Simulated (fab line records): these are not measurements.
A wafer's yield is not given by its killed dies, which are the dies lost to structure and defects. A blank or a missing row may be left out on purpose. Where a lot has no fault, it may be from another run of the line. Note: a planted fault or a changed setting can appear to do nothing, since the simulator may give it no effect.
Chamber matching / flow n5Finfet / 4 sister chambers for N5_FIN_SAQP_ETCH_67 on rieDiel-01
The step etches SiNx in CH3F/O2, target depth 30 nm. 8 wafers are shown with their chamber, then 8 later ones without.

== EACH WAFER AND ITS CHAMBER ==
wafer=L081.1; chamber=1; rfVppV (V)=305; showerheadPlenumPTorr (Torr)=2.05
wafer=L081.6; chamber=3; rfVppV (V)=300; showerheadPlenumPTorr (Torr)=2.00
wafer=L083.4; chamber=0; rfVppV (V)=300; showerheadPlenumPTorr (Torr)=2.04
wafer=L083.6; chamber=2; rfVppV (V)=292; showerheadPlenumPTorr (Torr)=2.02
wafer=L086.1; chamber=0; rfVppV (V)=300; showerheadPlenumPTorr (Torr)=2.04
wafer=L086.3; chamber=2; rfVppV (V)=293; showerheadPlenumPTorr (Torr)=2.02
wafer=L086.5; chamber=3; rfVppV (V)=300; showerheadPlenumPTorr (Torr)=2.00
wafer=L093.2; chamber=1; rfVppV (V)=304; showerheadPlenumPTorr (Torr)=2.04

== WAFERS WHOSE CHAMBER IS MISSING ==
wafer=L093.3; rfVppV (V)=292; showerheadPlenumPTorr (Torr)=2.02
wafer=L093.4; rfVppV (V)=299; showerheadPlenumPTorr (Torr)=2.04
wafer=L095.2; rfVppV (V)=294; showerheadPlenumPTorr (Torr)=2.02
wafer=L095.5; rfVppV (V)=303; showerheadPlenumPTorr (Torr)=2.04
wafer=L095.6; rfVppV (V)=294; showerheadPlenumPTorr (Torr)=2.02
wafer=L097.3; rfVppV (V)=299; showerheadPlenumPTorr (Torr)=2.03
wafer=L097.4; rfVppV (V)=292; showerheadPlenumPTorr (Torr)=2.01
wafer=L097.5; rfVppV (V)=294; showerheadPlenumPTorr (Torr)=2.01

== CHAMBER TAKEN BY EACH ==
wafer=L093.3; from the rows above=2; in truth=2
wafer=L093.4; from the rows above=0; in truth=0
wafer=L095.2; from the rows above=2; in truth=2
wafer=L095.5; from the rows above=1; in truth=1
wafer=L095.6; from the rows above=2; in truth=2
wafer=L097.3; from the rows above=0; in truth=0
wafer=L097.4; from the rows above=2; in truth=2
wafer=L097.5; from the rows above=2; in truth=2
Placed correctly: 8 of 8. Left unplaced by these rows: 0. Wrongly placed: 0.
How it was worked out, from the rows above alone: a wafer's distance from a chamber is the root of the sum, over the readings, of the square of ((its reading less the chamber's mean) divided by the reading's scatter). The wafer belongs to the nearest chamber; if the next one is less than 2 further off, it can't be placed. Each chamber's mean is taken over the wafers shown for it. The scatter is the square root of a quotient: the sum, over the shown wafers, of each reading's squared deviation from its chamber's mean, divided by wafers minus chambers.
